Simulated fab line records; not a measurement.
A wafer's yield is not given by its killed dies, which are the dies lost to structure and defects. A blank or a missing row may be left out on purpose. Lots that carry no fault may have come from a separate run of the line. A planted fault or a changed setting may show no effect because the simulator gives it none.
Which tool is to blame? | flow n5-finfet | 69 wafers from 23 lots sampled at 6 of the route's 1938 steps

## WHAT EACH GAUGE READ, for each wafer
N5_MOL_CONTACT_COAG_INSPECT_57: inspects for defects (brightfield).
lot  | measured     | on                | raw-defect-count
L074 | day 5 01:35  | defect-inspect-01 | 201 237 222
L075 | day 5 06:54  | defect-inspect-01 | 238 292 323
L076 | day 5 14:07  | defect-inspect-02 | 198 206 231
L077 | day 5 20:10  | defect-inspect-01 | 245 216 189
L078 | day 6 06:07  | defect-inspect-01 | 183 165 133
L079 | day 6 12:53  | defect-inspect-02 | 250 224 200
L080 | day 6 15:52  | defect-inspect-02 | 142 163 229
L081 | day 6 23:09  | defect-inspect-01 | 239 141 183
L082 | day 7 02:18  | defect-inspect-02 | 240 200 177
L083 | day 7 04:49  | defect-inspect-02 | 147 154 218
L084 | day 7 17:33  | defect-inspect-02 | 229 171 247
L085 | day 7 23:53  | defect-inspect-01 | 280 189 246
L087 | day 8 07:56  | defect-inspect-02 | 127 164 161
L088 | day 8 17:41  | defect-inspect-02 | 229 305 189
L089 | day 8 21:05  | defect-inspect-02 | 226 256 381
L090 | day 9 01:42  | defect-inspect-02 | 310 130 172
L091 | day 9 10:04  | defect-inspect-01 | 146 163 160
L092 | day 9 17:06  | defect-inspect-02 | 221 187 248
L093 | day 9 23:16  | defect-inspect-02 | 118 164 119
L094 | day 10 05:54 | defect-inspect-02 | 259 230 158
L095 | day 10 09:58 | defect-inspect-01 | 308 257 266
L096 | day 10 13:07 | defect-inspect-01 | 246 276 207
L097 | day 10 23:58 | defect-inspect-02 | 225 198 193

## WHICH TOOL RAN EACH LOT (tool, then ch and the chambers of the sampled wafers, then the start)
lot  | N5_GATE_CUT_VAPOR_ETCH_49         | N5_MOL_CONTACT_COAG_ETCH_105       | N5_MOL_CONTACT_COAG_ETCH_15        | N5_MOL_CONTACT_COAG_ETCH_110       | N5_MOL_CONTACT_COAG_TI_SIL_19
L074 | rie-metal-02 ch 0, day 4 10:57    | rie-diel-03 ch 1,3, day 4 14:26    | rie-diel-03 ch 1,3, day 4 14:36    | rie-diel-03 ch 1,3, day 4 14:40    | pvd-sputter-03, day 4 15:31
L075 | rie-metal-03 ch 0,1, day 4 17:56  | rie-diel-05 ch 0,1,3, day 4 21:24  | rie-diel-05 ch 0,1,3, day 4 21:34  | rie-diel-05 ch 0,1,3, day 4 21:38  | pvd-sputter-03, day 4 23:00
L076 | rie-metal-03 ch 0,1, day 5 00:43  | rie-diel-05 ch 0,2,3, day 5 05:03  | rie-diel-05 ch 0,2,3, day 5 05:13  | rie-diel-05 ch 0,2,3, day 5 05:17  | pvd-sputter-02, day 5 06:55
L077 | rie-metal-02 ch 0, day 5 07:01    | rie-diel-05 ch 1,2,3, day 5 11:37  | rie-diel-05 ch 1,2,3, day 5 11:47  | rie-diel-05 ch 1,2,3, day 5 11:51  | pvd-sputter-01, day 5 12:46
L078 | rie-metal-01 ch 0,1, day 5 14:08  | rie-diel-05 ch 0,2, day 5 17:29    | rie-diel-05 ch 0,2, day 5 17:39    | rie-diel-05 ch 0,2, day 5 17:43    | pvd-sputter-01, day 5 19:03
L079 | rie-metal-02 ch 0, day 6 00:08    | rie-diel-05 ch 0,2,3, day 6 03:25  | rie-diel-05 ch 0,2,3, day 6 03:35  | rie-diel-05 ch 0,2,3, day 6 03:38  | pvd-sputter-01, day 6 04:13
L080 | rie-metal-01 ch 1, day 6 01:24    | rie-diel-05 ch 1,3, day 6 04:38    | rie-diel-05 ch 1,3, day 6 04:48    | rie-diel-05 ch 1,3, day 6 04:52    | pvd-sputter-01, day 6 05:28
L081 | rie-metal-01 ch 0, day 6 07:50    | rie-diel-05 ch 1,2,3, day 6 11:04  | rie-diel-05 ch 1,2,3, day 6 11:13  | rie-diel-05 ch 1,2,3, day 6 11:17  | pvd-sputter-01, day 6 11:59
L082 | rie-metal-03 ch 0,1, day 6 11:52  | rie-diel-03 ch 0,1, day 6 15:14    | rie-diel-03 ch 0,1, day 6 15:24    | rie-diel-03 ch 0,1, day 6 15:28    | pvd-sputter-01, day 6 18:27
L083 | rie-metal-01 ch 0,1, day 6 16:12  | rie-diel-05 ch 0,2, day 6 19:25    | rie-diel-05 ch 0,2, day 6 19:35    | rie-diel-05 ch 0,2, day 6 19:39    | pvd-sputter-01, day 6 20:14
L084 | rie-metal-03 ch 0, day 6 23:59    | rie-diel-05 ch 1,3, day 7 03:20    | rie-diel-05 ch 1,3, day 7 03:30    | rie-diel-05 ch 1,3, day 7 03:34    | pvd-sputter-03, day 7 04:14
L085 | rie-metal-02 ch 0,1, day 7 12:26  | rie-diel-05 ch 1,3, day 7 15:49    | rie-diel-05 ch 1,3, day 7 15:58    | rie-diel-05 ch 1,3, day 7 16:02    | pvd-sputter-01, day 7 17:19
L087 | rie-metal-03 ch 0,1, day 7 18:53  | rie-diel-03 ch 0,1,3, day 7 22:36  | rie-diel-03 ch 0,1,3, day 7 22:46  | rie-diel-03 ch 0,1,3, day 7 22:49  | pvd-sputter-03, day 7 23:34
L088 | rie-metal-03 ch 0,1, day 8 05:06  | rie-diel-05 ch 1,2,3, day 8 09:29  | rie-diel-05 ch 1,2,3, day 8 09:39  | rie-diel-05 ch 1,2,3, day 8 09:43  | pvd-sputter-01, day 8 10:34
L089 | rie-metal-03 ch 0,1, day 8 08:31  | rie-diel-03 ch 0,1,3, day 8 11:52  | rie-diel-03 ch 0,1,3, day 8 12:02  | rie-diel-03 ch 0,1,3, day 8 12:06  | pvd-sputter-03, day 8 12:42
L090 | rie-metal-03 ch 0,1, day 8 11:15  | rie-diel-03 ch 0,1, day 8 15:16    | rie-diel-03 ch 0,1, day 8 15:26    | rie-diel-03 ch 0,1, day 8 15:29    | pvd-sputter-03, day 8 16:10
L091 | rie-metal-02 ch 0,1, day 8 21:05  | rie-diel-05 ch 1,2, day 9 00:53    | rie-diel-05 ch 1,2, day 9 01:04    | rie-diel-05 ch 1,2, day 9 01:07    | pvd-sputter-01, day 9 02:23
L092 | rie-metal-01 ch 0, day 9 04:16    | rie-diel-05 ch 0,1, day 9 07:46    | rie-diel-05 ch 0,1, day 9 07:56    | rie-diel-05 ch 0,1, day 9 07:59    | pvd-sputter-01, day 9 09:19
L093 | rie-metal-02 ch 0,1, day 9 07:50  | rie-diel-03 ch 0,1, day 9 11:17    | rie-diel-03 ch 0,1, day 9 11:27    | rie-diel-03 ch 0,1, day 9 11:31    | pvd-sputter-03, day 9 12:58
L094 | rie-metal-01 ch 0,1, day 9 15:41  | rie-diel-01 ch 1,3, day 9 19:03    | rie-diel-01 ch 1,3, day 9 19:13    | rie-diel-01 ch 1,3, day 9 19:16    | pvd-sputter-03, day 9 19:57
L095 | rie-metal-02 ch 0,1, day 9 20:10  | rie-diel-01 ch 0,1,3, day 9 23:50  | rie-diel-01 ch 0,1,3, day 10 00:00 | rie-diel-01 ch 0,1,3, day 10 00:04 | pvd-sputter-03, day 10 00:39
L096 | rie-metal-01 ch 0,1, day 10 01:07 | rie-diel-01 ch 0,1,2, day 10 04:29 | rie-diel-01 ch 0,1,2, day 10 04:39 | rie-diel-01 ch 0,1,2, day 10 04:43 | pvd-sputter-02, day 10 05:35
L097 | rie-metal-03 ch 1, day 10 08:08   | rie-diel-03 ch 0,1,2, day 10 11:47 | rie-diel-03 ch 0,1,2, day 10 11:58 | rie-diel-03 ch 0,1,2, day 10 12:01 | pvd-sputter-03, day 10 12:40
- N5_GATE_CUT_VAPOR_ETCH_49: etches TiAlC in BCl3/Cl2.
- N5_MOL_CONTACT_COAG_ETCH_105: etches SiARC in CF4, target depth 15.6 nm, time 26 s.
- N5_MOL_CONTACT_COAG_ETCH_15: etches SiNx in CH3F/O2, stops on Si:P, target depth 7 nm.
- N5_MOL_CONTACT_COAG_ETCH_110: etches Si in CF4/O2, target depth 2.5 nm, time 8 s.
- N5_MOL_CONTACT_COAG_TI_SIL_19: material Ti, target thk 4.2 nm, time 15 s.

## WHAT THE TOOLS THEMSELVES READ (means of the sampled wafers that have a number; where no wafer has one, the mark that the record gives instead)
N5_GATE_CUT_VAPOR_ETCH_49.
lot  | tool         | drypump-motor-current-A (A) | he-backside-leak-sccm (sccm) | oes-product-au (a.u.)
L074 | rie-metal-02 | 5.9                         | 3.68                         | 0.69
L075 | rie-metal-03 | 5.8                         | 3.47                         | 0.81
L076 | rie-metal-03 | 6.1                         | 3.56                         | 0.84
L077 | rie-metal-02 | 5.9                         | 3.59                         | 0.68
L078 | rie-metal-01 | 6.4                         | 3.54                         | 0.63
L079 | rie-metal-02 | 5.9                         | 3.79                         | 0.67
L080 | rie-metal-01 | 6.6                         | 3.50                         | 0.61
L081 | rie-metal-01 | 6.3                         | 3.39                         | 0.64
L082 | rie-metal-03 | 6.1                         | 3.62                         | 0.82
L083 | rie-metal-01 | 6.3                         | 3.39                         | 0.62
L084 | rie-metal-03 | 5.4                         | 3.54                         | 0.74
L085 | rie-metal-02 | 6.1                         | 3.89                         | 0.73
L087 | rie-metal-03 | 5.8                         | 3.45                         | 0.76
L088 | rie-metal-03 | 5.7                         | 3.54                         | 0.77
L089 | rie-metal-03 | 5.8                         | 3.59                         | 0.77
L090 | rie-metal-03 | 6.1                         | 4.25                         | 0.81
L091 | rie-metal-02 | 6.3                         | 3.65                         | 0.76
L092 | rie-metal-01 | 6.3                         | 3.41                         | 0.62
L093 | rie-metal-02 | 6.1                         | 3.70                         | 0.72
L094 | rie-metal-01 | 6.4                         | 3.53                         | 0.75
L095 | rie-metal-02 | 6.1                         | 3.76                         | 0.72
L096 | rie-metal-01 | 6.5                         | 3.46                         | 0.87
L097 | rie-metal-03 | 6.5                         | 3.56                         | 0.83

N5_MOL_CONTACT_COAG_ETCH_105.
lot  | tool        | drypump-motor-current-A (A) | etch-rf-on-time-s (s) | oes-product-au (a.u.) | rf-vpp-V (V) | showerhead-plenum-p-Torr (Torr) | throttle-valve-pct (%)
L074 | rie-diel-03 | 5.6                         | 25.6                  | 0.73                  | 184.1        | 2.10                            | 15.22
L075 | rie-diel-05 | 5.8                         | 26.3                  | 0.64                  | 183.8        | 2.16                            | 15.75
L076 | rie-diel-05 | 5.7                         | 26.2                  | 0.63                  | 184.2        | 2.16                            | 15.88
L077 | rie-diel-05 | 5.8                         | 26.7                  | 0.61                  | 184.3        | 2.15                            | 15.77
L078 | rie-diel-05 | 5.3                         | 27.0                  | 0.62                  | 184.8        | 2.22                            | 15.93
L079 | rie-diel-05 | 5.7                         | 26.3                  | 0.61                  | 184.7        | 2.16                            | 15.89
L080 | rie-diel-05 | 5.9                         | 27.0                  | 0.62                  | 184.8        | 2.15                            | 15.64
L081 | rie-diel-05 | 5.8                         | 26.9                  | 0.61                  | 183.8        | 2.15                            | 15.79
L082 | rie-diel-03 | 5.7                         | 26.1                  | 0.71                  | 185.0        | 2.19                            | 15.38
L083 | rie-diel-05 | 5.3                         | 26.8                  | 0.62                  | 184.7        | 2.21                            | 15.95
L084 | rie-diel-05 | 6.2                         | 26.8                  | 0.59                  | 184.2        | 2.09                            | 15.76
L085 | rie-diel-05 | 5.9                         | 27.0                  | 0.61                  | 184.2        | 2.15                            | 15.68
L087 | rie-diel-03 | 5.8                         | 25.8                  | 0.69                  | 184.7        | 2.15                            | 15.37
L088 | rie-diel-05 | 5.8                         | 26.8                  | 0.60                  | 184.5        | 2.15                            | 15.81
L089 | rie-diel-03 | 5.7                         | 25.9                  | 0.69                  | 184.8        | 2.15                            | 15.37
L090 | rie-diel-03 | 5.8                         | 26.8                  | 0.66                  | 185.1        | 2.21                            | 15.49
L091 | rie-diel-05 | 5.5                         | 26.9                  | 0.61                  | 184.5        | 2.20                            | 15.74
L092 | rie-diel-05 | 5.5                         | 26.2                  | 0.63                  | 184.8        | 2.20                            | 15.85
L093 | rie-diel-03 | 5.8                         | 26.3                  | 0.66                  | 185.0        | 2.20                            | 15.50
L094 | rie-diel-01 | 5.6                         | 26.1                  | 0.59                  | 184.1        | 2.13                            | 15.81
L095 | rie-diel-01 | 5.7                         | 26.0                  | 0.65                  | 183.8        | 2.12                            | 15.62
L096 | rie-diel-01 | 5.8                         | 25.7                  | 0.73                  | 183.6        | 2.11                            | 15.49
L097 | rie-diel-03 | 5.5                         | 26.4                  | 0.65                  | 183.8        | 2.17                            | 15.51

N5_MOL_CONTACT_COAG_ETCH_15.
lot  | tool        | drypump-motor-current-A (A) | oes-product-au (a.u.) | rf-vpp-V (V) | showerhead-plenum-p-Torr (Torr) | throttle-valve-pct (%)
L074 | rie-diel-03 | 5.6                         | 0.62                  | 292          | 1.96                            | 15.90
L075 | rie-diel-05 | 5.8                         | 0.55                  | 305          | 2.02                            | 16.47
L076 | rie-diel-05 | 5.7                         | 0.54                  | 304          | 2.02                            | 16.58
L077 | rie-diel-05 | 5.8                         | 0.53                  | 306          | 2.02                            | 16.49
L078 | rie-diel-05 | 5.2                         | 0.55                  | 306          | 2.07                            | 16.61
L079 | rie-diel-05 | 5.7                         | 0.53                  | 304          | 2.02                            | 16.60
L080 | rie-diel-05 | 5.9                         | 0.54                  | 307          | 2.01                            | 16.40
L081 | rie-diel-05 | 5.7                         | 0.53                  | 306          | 2.01                            | 16.51
L082 | rie-diel-03 | 5.8                         | 0.62                  | 302          | 2.04                            | 16.11
L083 | rie-diel-05 | 5.3                         | 0.54                  | 307          | 2.06                            | 16.64
L084 | rie-diel-05 | 6.2                         | 0.52                  | 303          | 1.96                            | 16.50
L085 | rie-diel-05 | 5.9                         | 0.53                  | 306          | 2.01                            | 16.43
L087 | rie-diel-03 | 5.7                         | 0.59                  | 297          | 2.01                            | 16.05
L088 | rie-diel-05 | 5.8                         | 0.53                  | 306          | 2.01                            | 16.53
L089 | rie-diel-03 | 5.8                         | 0.58                  | 297          | 2.00                            | 16.06
L090 | rie-diel-03 | 5.8                         | 0.57                  | 301          | 2.06                            | 16.17
L091 | rie-diel-05 | 5.5                         | 0.54                  | 309          | 2.05                            | 16.47
L092 | rie-diel-05 | 5.4                         | 0.54                  | 305          | 2.06                            | 16.56
L093 | rie-diel-03 | 5.8                         | 0.56                  | 303          | 2.06                            | 16.19
L094 | rie-diel-01 | 5.6                         | 0.51                  | 293          | 1.99                            | 16.52
L095 | rie-diel-01 | 5.8                         | 0.56                  | 294          | 1.98                            | 16.34
L096 | rie-diel-01 | 5.8                         | 0.62                  | 295          | 1.96                            | 16.20
L097 | rie-diel-03 | 5.5                         | 0.56                  | 301          | 2.02                            | 16.21

N5_MOL_CONTACT_COAG_ETCH_110.
lot  | tool        | drypump-motor-current-A (A) | oes-product-au (a.u.) | rf-vpp-V (V) | showerhead-plenum-p-Torr (Torr) | throttle-valve-pct (%)
L074 | rie-diel-03 | 5.7                         | 0.86                  | 125          | 2.18                            | 10.36
L075 | rie-diel-05 | 5.8                         | 0.74                  | 131          | 2.24                            | 10.92
L076 | rie-diel-05 | 5.7                         | 0.73                  | 132          | 2.25                            | 11.04
L077 | rie-diel-05 | 5.8                         | 0.72                  | 132          | 2.24                            | 10.97
L078 | rie-diel-05 | 5.3                         | 0.74                  | 132          | 2.30                            | 11.08
L079 | rie-diel-05 | 5.7                         | 0.72                  | 130          | 2.24                            | 11.06
L080 | rie-diel-05 | 5.9                         | 0.72                  | 132          | 2.23                            | 10.87
L081 | rie-diel-05 | 5.8                         | 0.71                  | 132          | 2.23                            | 11.00
L082 | rie-diel-03 | 5.8                         | 0.83                  | 129          | 2.27                            | 10.52
L083 | rie-diel-05 | 5.3                         | 0.73                  | 132          | 2.30                            | 11.11
L084 | rie-diel-05 | 6.2                         | 0.69                  | 130          | 2.17                            | 10.99
L085 | rie-diel-05 | 5.9                         | 0.72                  | 132          | 2.23                            | 10.91
L087 | rie-diel-03 | 5.8                         | 0.81                  | 127          | 2.24                            | 10.53
L088 | rie-diel-05 | 5.8                         | 0.70                  | 133          | 2.23                            | 11.02
L089 | rie-diel-03 | 5.8                         | 0.80                  | 128          | 2.23                            | 10.54
L090 | rie-diel-03 | 5.8                         | 0.77                  | 130          | 2.29                            | 10.66
L091 | rie-diel-05 | 5.5                         | 0.72                  | 133          | 2.28                            | 10.96
L092 | rie-diel-05 | 5.5                         | 0.74                  | 131          | 2.28                            | 11.03
L093 | rie-diel-03 | 5.8                         | 0.76                  | 131          | 2.29                            | 10.68
L094 | rie-diel-01 | 5.6                         | 0.69                  | 126          | 2.21                            | 11.04
L095 | rie-diel-01 | 5.7                         | 0.76                  | 126          | 2.20                            | 10.79
L096 | rie-diel-01 | 5.8                         | 0.85                  | 127          | 2.19                            | 10.59
L097 | rie-diel-03 | 5.5                         | 0.76                  | 129          | 2.25                            | 10.70

N5_MOL_CONTACT_COAG_TI_SIL_19.
lot  | tool           | substrate-temp-c (C) | throttle-valve-pct (%)
L074 | pvd-sputter-03 | 199.86               | 29.9
L075 | pvd-sputter-03 | 199.89               | 29.8
L076 | pvd-sputter-02 | 199.98               | 29.2
L077 | pvd-sputter-01 | 199.97               | 30.6
L078 | pvd-sputter-01 | 199.90               | 29.9
L079 | pvd-sputter-01 | 200.08               | 30.6
L080 | pvd-sputter-01 | 199.83               | 30.4
L081 | pvd-sputter-01 | 199.85               | 28.7
L082 | pvd-sputter-01 | 200.02               | 29.2
L083 | pvd-sputter-01 | 199.97               | 28.6
L084 | pvd-sputter-03 | 199.88               | 30.4
L085 | pvd-sputter-01 | 200.05               | 31.0
L087 | pvd-sputter-03 | 200.15               | 29.3
L088 | pvd-sputter-01 | 199.93               | 29.6
L089 | pvd-sputter-03 | 200.08               | 29.6
L090 | pvd-sputter-03 | 200.06               | 29.9
L091 | pvd-sputter-01 | 199.94               | 28.8
L092 | pvd-sputter-01 | 200.05               | 30.7
L093 | pvd-sputter-03 | 200.03               | 29.6
L094 | pvd-sputter-03 | 199.90               | 30.1
L095 | pvd-sputter-03 | 199.94               | 30.0
L096 | pvd-sputter-02 | 199.94               | 30.0
L097 | pvd-sputter-03 | 200.01               | 30.0

## THE ANSWER, worked out from the rows above alone
Rule: the lots themselves supply what counts as usual. The widest of any qualifying gaps counts: lots, ordered by their means at a reading, are off when they make up no more than a third of the lots, leave a main group of 4 or more, and stand apart from it by 3 or more times the standard deviation of that group's means. The tables above print the reading to a certain number of digits; a main group whose means all agree to those digits is not used. Also off: a lot with no number at a reading for which 4 or more lots have one. Where the step has rows for the other lots, those lots are counted as sound. Order of review: gauges by route order, followed by the tools' own readings, for which a lot's mean as printed above is used. The first step at which some lot is off is used, and at that step the reading that is off furthest; a lot without a number counts as furthest.
No lot is off on any of the readings shown, so nothing can be concluded from this.

## WHAT THE SIMULATOR HAD PUT IN
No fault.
